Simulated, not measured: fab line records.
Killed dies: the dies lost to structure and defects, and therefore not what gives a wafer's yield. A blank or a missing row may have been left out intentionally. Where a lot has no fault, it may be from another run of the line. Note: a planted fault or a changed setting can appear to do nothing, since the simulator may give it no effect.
Chamber matching / flow nand harc / cmp-01 running NHARC_P_BONDPAD_CMP_32: 4 sister chambers
The step polishes SiCN, target thk 200 nm. 4 wafers are shown with their chamber, then 8 later ones without.

EACH WAFER AND ITS CHAMBER
wafer=L084.1; chamber=2; motor current A (A)=10.4
wafer=L088.4; chamber=1; motor current A (A)=12.6
wafer=L088.5; chamber=3; motor current A (A)=12.7
wafer=L090.2; chamber=0; motor current A (A)=12.8

WAFERS MISSING THEIR CHAMBER
wafer=L090.3; motor current A (A)=10.0
wafer=L090.4; motor current A (A)=12.5
wafer=L091.2; motor current A (A)=12.7
wafer=L091.4; motor current A (A)=10.3
wafer=L091.5; motor current A (A)=11.8
wafer=L092.1; motor current A (A)=12.9
wafer=L092.3; motor current A (A)=12.7
wafer=L092.6; motor current A (A)=13.1

WHICH CHAMBER EACH WENT THROUGH
wafer=L090.3; from the rows above=2; in truth=2
wafer=L090.4; from the rows above=can't be placed: 1 or 3 or 0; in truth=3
wafer=L091.2; from the rows above=can't be placed: 3 or 1 or 0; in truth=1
wafer=L091.4; from the rows above=2; in truth=2
wafer=L091.5; from the rows above=can't be placed: 1 or 3 or 0 or 2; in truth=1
wafer=L092.1; from the rows above=can't be placed: 0 or 3 or 1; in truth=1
wafer=L092.3; from the rows above=can't be placed: 3 or 1 or 0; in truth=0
wafer=L092.6; from the rows above=can't be placed: 0 or 3 or 1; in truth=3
2 of 8 placed correctly. Unplaceable from these rows: 6, with the true chamber sitting among the candidates in 6. Placed wrongly: 0.
How it was worked out, from the rows above alone: a wafer's distance from a chamber is the root of the sum, over the readings, of the square of ((its reading less the chamber's mean) divided by the reading's scatter). If the next closest chamber is less than 2 further off than the closest, the wafer can't be placed; otherwise it belongs to the closest. Each chamber's mean is taken over the wafers shown for it. The scatter: root of mean squared gap, hidden wafer to nearest shown wafer, with one shown wafer a chamber.
